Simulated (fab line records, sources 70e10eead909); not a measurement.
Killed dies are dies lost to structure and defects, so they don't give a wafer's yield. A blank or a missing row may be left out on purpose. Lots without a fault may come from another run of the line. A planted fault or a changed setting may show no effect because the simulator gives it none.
fab line records | flow nand_harc | part 2 of 2: steps 23 to 32 of 32
record lots=5 wafers=15 last_day=32
route steps=1302 shown P_M2@318
lots that met no fault: from a run of the same line without faults
start_h: hours from the record's first day to the start of the lot's first wafer shown | wait_h: hours since the lot's step before | " the same as in the row above | L1.1+2: a row that stands for several wafers | - no value, or no start given | * or withheld: withheld | < > ~ a bound
route shown NAME@n: a module of which the file shows steps, and the number in the route of the first | usual: mean/standard deviation of fault-free wafers | same: alike in all rows | chamber/n: place in a boat | sites: the reading at each site | _std_site: their standard deviation | _edge_site: outer sites' mean less inner sites' | radius_mm: how far each site lies from the wafer's centre | mask NAME#n: copy n | behind: the tool/chamber that last shaped the wafer | hold: why the lot was held/for how many hours/how that ended | device: the transistor (n, p or np) that didn't switch | end of line: the same wafers' tests at the end of the route | a step without rows: its recipe alone | killed: dies lost to structure and defects at the first sort, not the wafer's yield | map: a wafer's dies, x killed, . not, _ none there
set.NAME: the setting as run; set.NAME@STEP: as run at that earlier step | model.NAME: the simulator's own value behind a step, which no gauge read
lots at some steps of the route; a table a step, a row a wafer
services: from which hour (start_h, from the record's first day; less than 0 if before it) a tool's chamber was out of use, for how many hours, and why
## steps
# step NHARC_P_M2_PVD_20
# recipe target_thk_a=50 bias_v=168.6 power_w=15000 chamber_pressure_pa=0.12 time_s=8.06 substrate_temp_c=50 material=TaN
# usual substrate_temp_c=50.00/0.12 throttle_valve_pct=30.4/1.2
# columns lot.wafer tool chamber start_h wait_h substrate_temp_c throttle_valve_pct
L074.1 pvd_sputter-03 - - - 50.16 31.2
L074.2 " - " " 49.98 31.8
L074.4 " - " " 50.09 32.0
L080.4 pvd_sputter-01 - - - 49.90 31.5
L080.6 " - " " 49.84 29.7
L080.5 " - " " 49.89 29.6
L086.3 pvd_sputter-02 - - - 49.81 30.2
L086.1 " - " " 49.94 31.2
L086.6 " - " " 49.80 30.3
L087.4 pvd_sputter-01 - - - 50.27 31.8
L087.5 " - " " 49.96 27.4
L087.6 " - " " 49.85 30.3
L095.3 pvd_sputter-02 - - - 49.92 30.3
L095.2 " - " " 50.03 30.4
L095.6 " - " " 49.98 30.4
# step NHARC_P_M2_PVD_21
# recipe target_thk_a=300 chamber_pressure_pa=5 power_w=5000 substrate_temp_c=30 time_s=20.49 material=Cu
# usual substrate_temp_c=30.01/0.12 throttle_valve_pct=30.5/1.2
# columns lot.wafer tool chamber start_h wait_h substrate_temp_c throttle_valve_pct
L074.2 pvd_sputter-03 - - - 29.98 31.7
L074.4 " - " " 30.11 30.9
L074.1 " - " " 30.22 32.0
L080.4 pvd_sputter-01 - - - 30.01 29.3
L080.5 " - " " 29.94 31.7
L080.6 " - " " 29.73 27.1
L086.1 pvd_sputter-02 - - - 30.03 30.0
L086.3 " - " " 29.80 30.3
L086.6 " - " " 30.02 31.2
L087.4 pvd_sputter-01 - - - 30.09 27.3
L087.5 " - " " 29.86 30.6
L087.6 " - " " 30.03 30.1
L095.2 pvd_sputter-02 - - - 29.76 31.4
L095.3 " - " " 29.93 30.4
L095.6 " - " " 30.02 30.2
# step NHARC_P_M2_ECD_22
# recipe target_thk_a=4000 bath_temp_c=25 material=Cu
# columns lot.wafer tool chamber start_h wait_h
L074.2+1+4 ecd_cu-01 1,0,1 133.07 -
L080.4+5+6 ecd_cu-01 1,1,0 190.28 -
L086.1+3+6 ecd_cu-01 1 246.31 -
L087.4+6+5 ecd_cu-02 0,0,1 259.51 -
L095.2+3+6 ecd_cu-02 0 337.23 -
# step NHARC_P_M2_ANNEAL_31
# recipe temp_c=225 time_s=90
# usual wafer_temp_C_max=225.74/0.23
# columns lot.wafer tool chamber start_h wait_h wafer_temp_C_max
L074.1 rtp_anneal-02 0 133.45 0.3 225.65
L074.2 " 0 " " 225.63
L074.4 " 0 " " 225.82
L080.4 rtp_anneal-02 0 190.72 0.4 225.64
L080.5 " 0 " " 225.59
L080.6 " 0 " " 225.46
L086.1 rtp_anneal-01 0 246.64 - 226.01
L086.3 " 0 " " 225.82
L086.6 " 0 " " 225.87
L087.4 rtp_anneal-01 0 259.94 - 225.78
L087.5 " 0 " " 225.76
L087.6 " 0 " " 226.04
L095.2 rtp_anneal-01 0 337.61 0.3 226.26
L095.3 " 0 " " 225.94
L095.6 " 0 " " 225.84
# step NHARC_P_M2_CMP_23
# recipe t_overpolish_s=20 target_thk_nm=144.3
# usual edge_zone_pressure_frac=1.000/0.0048 motor_current_A=12.0/0.91 retaining_ring_pressure_frac=1.000/0.0054 time_to_endpoint_s=28.3/2.6
# columns lot.wafer tool chamber start_h wait_h edge_zone_pressure_frac motor_current_A retaining_ring_pressure_frac time_to_endpoint_s
L074.1 cmp-04 1 133.79 - 1.003 12.2 1.003 29.3
L074.2 " 3 " " 1.001 11.4 0.989 26.8
L074.4 " 0 " " 0.999 11.1 1.003 28.9
L080.4 cmp-04 2 190.96 - 0.996 11.8 1.000 26.1
L080.5 " 0 " " 1.004 11.7 1.003 26.2
L080.6 " 1 " " 1.003 12.9 0.997 28.9
L086.1 cmp-04 2 246.98 - 1.005 12.3 1.010 28.0
L086.3 " 0 " " 1.000 11.1 1.006 30.0
L086.6 " 3 " " 1.008 12.2 1.008 27.8
L087.4 cmp-03 2 260.18 - 1.002 12.6 0.994 31.6
L087.6 " 0 " " 1.017 12.6 0.994 34.4
L087.5 " 1 " " 0.999 10.9 1.015 33.9
L095.2 cmp-04 2 337.93 - 1.003 11.7 1.003 27.4
L095.3 " 3 " " 1.005 11.9 1.003 28.6
L095.6 " 1 " " 1.001 12.0 1.002 27.6
# step NHARC_P_M2_THK_MEAS_24
# recipe thk_meas_gauge=xrf
# usual thk_nm=144.0/1.5
# columns lot.wafer tool chamber start_h wait_h thk_nm
L074.1 film_metro-02 - 134.11 - 142.2
L074.2 " - " " 141.1
L074.4 " - " " 144.0
L080.4 film_metro-02 - 191.23 - 143.3
L080.5 " - " " 144.2
L080.6 " - " " 143.8
L086.1 film_metro-01 - 247.30 - 145.7
L086.3 " - " " 143.5
L086.6 " - " " 144.2
L087.4 film_metro-01 - 260.45 - 146.0
L087.5 " - " " 145.5
L087.6 " - " " 144.3
L095.2 film_metro-01 - 338.22 - 143.7
L095.3 " - " " 144.3
L095.6 " - " " 145.1
# step NHARC_P_M2_SRD_25
# columns lot.wafer tool chamber start_h wait_h
L074.4+1+2 wet_bench-10 7,0,1 134.16 0.1
L080.4+6+5 wet_bench-08 5,6,0 191.27 0.0
L086.3+6+1 wet_bench-08 0,1,2 247.34 0.0
L087.5+4+6 wet_bench-10 5,6,0 260.49 0.0
L095.2+6+3 wet_bench-08 6,7,3 338.26 0.0
# step NHARC_P_M2_INSPECT_27
# usual raw_defect_count=297/110
# columns lot.wafer tool chamber start_h wait_h raw_defect_count
L074.1 defect_inspect-01 - 134.26 0.0 589
L074.2 " - " " 283
L074.4 " - " " 402
L080.4 defect_inspect-01 - 191.38 0.0 280
L080.5 " - " " 340
L080.6 " - " " 417
L086.1 defect_inspect-01 - 247.45 0.0 412
L086.3 " - " " 305
L086.6 " - " " 301
L087.4 defect_inspect-01 - 260.60 0.0 374
L087.5 " - " " 257
L087.6 " - " " 288
L095.2 defect_inspect-02 - 338.37 0.0 295
L095.3 " - " " 213
L095.6 " - " " 304
# step NHARC_P_M2_PRE_CLEAN_32
# recipe time_s=12 temp_c=370 rf_power_w=300 gas=NH3
# usual heater_power_w=649/91 rf_fwd_power_W=292.6/0.93
# columns lot.wafer tool chamber start_h wait_h heater_power_w rf_fwd_power_W
L074.2 pecvd-02 0 134.34 0.1 738 294.1
L074.1 " 1 " " 751 293.5
L074.4 " 1 " " 736 293.0
L080.6 pecvd-02 2 191.49 0.1 475 292.1
L080.4 " 0 " " 673 292.0
L080.5 " 1 " " 749 292.2
L086.1 pecvd-01 0 247.52 0.1 583 292.2
L086.3 " 1 " " 593 292.4
L086.6 " 2 " " 683 293.5
L087.6 pecvd-03 1 260.71 0.1 574 292.2
L087.4 " 2 " " 781 293.7
L087.5 " 0 " " 625 294.0
L095.2 pecvd-02 0 338.45 0.1 715 293.6
L095.3 " 1 " " 677 293.5
L095.6 " 1 " " 681 292.2
# step NHARC_P_M2_DEP_33
# recipe target_thk_a=300 temp_c=370 target_thk_nm=30 pressure_torr=3 flow_sccm=200 rf_w=450 material=SiCN
# usual heater_power_w=592/86 rf_fwd_power_W=449.0/1.4
# columns lot.wafer tool chamber start_h wait_h heater_power_w rf_fwd_power_W
L074.2 pecvd-02 0 134.45 0.1 633 447.1
L074.1 " 1 " " 692 446.3
L074.4 " 1 " " 686 449.4
L080.6 pecvd-02 2 191.66 0.2 506 447.7
L080.4 " 0 " " 641 448.3
L080.5 " 1 " " 631 453.2
L086.1 pecvd-01 0 247.60 0.1 567 447.1
L086.3 " 1 " " 495 449.6
L086.6 " 2 " " 565 449.2
L087.6 pecvd-03 1 260.87 0.2 528 450.5
L087.4 " 2 " " 721 449.0
L087.5 " 0 " " 590 447.3
L095.2 pecvd-02 0 338.56 0.1 735 450.1
L095.3 " 1 " " 674 450.1
L095.6 " 1 " " 667 449.7
## services
# columns tool chamber start_h hours kind
wet_bench-08 - 118.40 8.0 pm
rie_diel-06 - 126.38 0.3 repair
rie_diel-06 - 130.20 9.0 pm
rie_diel-06 3 141.87 29.6 repair
rie_diel-05 - 150.08 0.4 repair
litho_track-01 - 155.00 7.0 pm
rie_diel-05 2 177.15 7.3 repair
litho_track-06 - 179.00 7.0 pm
litho_track-04 - 203.00 7.0 pm
pvd_sputter-01 - 211.88 1.0 repair
pvd_sputter-01 - 214.40 1.0 repair
pvd_sputter-01 - 226.00 10.0 pm
pecvd-02 - 227.29 13.0 pm
rie_diel-05 - 229.60 9.0 pm
pvd_sputter-02 - 258.19 1.1 repair
wet_bench-08 - 265.38 7.3 repair
rie_diel-05 - 277.82 2.1 repair
pvd_sputter-02 - 282.01 10.0 pm
rie_diel-05 1 282.15 7.4 repair
wet_bench-08 - 294.40 8.0 pm
pvd_sputter-01 - 302.94 0.7 repair
pecvd-02 - 306.57 1.1 repair
rie_diel-06 - 307.20 9.0 pm
litho_track-01 - 330.00 7.0 pm
